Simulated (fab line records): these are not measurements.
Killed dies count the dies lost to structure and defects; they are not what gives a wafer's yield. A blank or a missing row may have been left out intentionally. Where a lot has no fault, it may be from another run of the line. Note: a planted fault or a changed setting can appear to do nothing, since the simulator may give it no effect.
Chamber matching || flow nand_harc || NHARC_A_M0_PRE_CLEAN_31 on pecvd-03 has 3 sister chambers
The step time 12 s. 3 wafers are shown with their chamber, then 7 later ones without.

== WAFERS WITH THEIR CHAMBER ==
{"wafer": "L085.1", "chamber": 0, "heater_power_w (W)": 515}
{"wafer": "L094.2", "chamber": 1, "heater_power_w (W)": 596}
{"wafer": "L093.4", "chamber": 2, "heater_power_w (W)": 555}

== WAFERS WITHOUT THEIR CHAMBER ==
{"wafer": "L093.6", "heater_power_w (W)": 583}
{"wafer": "L097.2", "heater_power_w (W)": 542}
{"wafer": "L097.4", "heater_power_w (W)": 544}
{"wafer": "L097.6", "heater_power_w (W)": 511}
{"wafer": "L096.2", "heater_power_w (W)": 551}
{"wafer": "L096.3", "heater_power_w (W)": 552}
{"wafer": "L096.6", "heater_power_w (W)": 563}

== CHAMBER TAKEN BY EACH ==
{"wafer": "L093.6", "from the rows above": "can't be placed: 1 or 2", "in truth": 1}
{"wafer": "L097.2", "from the rows above": "can't be placed: 2 or 0", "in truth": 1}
{"wafer": "L097.4", "from the rows above": 2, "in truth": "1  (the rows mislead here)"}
{"wafer": "L097.6", "from the rows above": 0, "in truth": 0}
{"wafer": "L096.2", "from the rows above": 2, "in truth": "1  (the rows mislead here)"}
{"wafer": "L096.3", "from the rows above": 2, "in truth": 2}
{"wafer": "L096.6", "from the rows above": 2, "in truth": 2}
Correct placement for 3 of the 7. From these rows, 2 cannot be placed; in 1 the true chamber is one of the candidates. Wrongly placed: 2.
How it was worked out, from the rows above alone: a wafer's distance from a chamber is the root of the sum, over the readings, of the square of ((its reading less the chamber's mean) divided by the reading's scatter). If the next closest chamber is less than 2 further off than the closest, the wafer can't be placed; otherwise it belongs to the closest. For every chamber, the mean is computed from those of its wafers that are shown. The scatter: with one shown wafer a chamber, the root of the mean of the squares of how far each hidden wafer lies from its nearest shown one.
